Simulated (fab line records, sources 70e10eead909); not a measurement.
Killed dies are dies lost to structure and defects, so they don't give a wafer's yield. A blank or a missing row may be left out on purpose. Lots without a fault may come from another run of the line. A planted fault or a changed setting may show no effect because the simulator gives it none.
Chamber matching | flow nand_harc | NHARC_A_STAIRCASE_DEP_325 on pecvd-02: 3 sister chambers
The step deposits SiO2, target thk 3800 nm. 3 wafers are shown with their chamber, then 10 later ones without.

WAFERS WITH THEIR CHAMBER
wafer  | chamber | heater_power_w (W)
L091.3 | 2       | 711
L089.1 | 1       | 862
L089.3 | 0       | 597

WAFERS WITHOUT THEIR CHAMBER
wafer  | heater_power_w (W)
L089.6 | 506
L092.2 | 631
L092.5 | 571
L092.6 | 729
L095.1 | 847
L095.2 | 542
L095.4 | 563
L097.1 | 777
L097.4 | 512
L097.5 | 711

WHICH CHAMBER EACH WENT THROUGH
wafer  | from the rows above     | in truth
L089.6 | 0                       | 0
L092.2 | can't be placed: 0 or 2 | 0
L092.5 | 0                       | 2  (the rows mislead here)
L092.6 | 2                       | 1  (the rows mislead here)
L095.1 | 1                       | 1
L095.2 | 0                       | 0
L095.4 | 0                       | 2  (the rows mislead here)
L097.1 | can't be placed: 2 or 1 | 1
L097.4 | 0                       | 0
L097.5 | 2                       | 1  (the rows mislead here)
Placed correctly: 4 of 10. Can't be placed from these rows: 2 (the true chamber is among the candidates in 2). Placed wrongly: 4.
How it was worked out, from the rows above alone: a wafer's distance from a chamber is the root of the sum, over the readings, of the square of ((its reading less the chamber's mean) divided by the reading's scatter). The wafer belongs to the nearest chamber; if the next one is less than 2 further off, it can't be placed. A chamber's mean is the mean of its shown wafers. The scatter: with one shown wafer a chamber, the root of the mean of the squares of how far each hidden wafer lies from its nearest shown one.
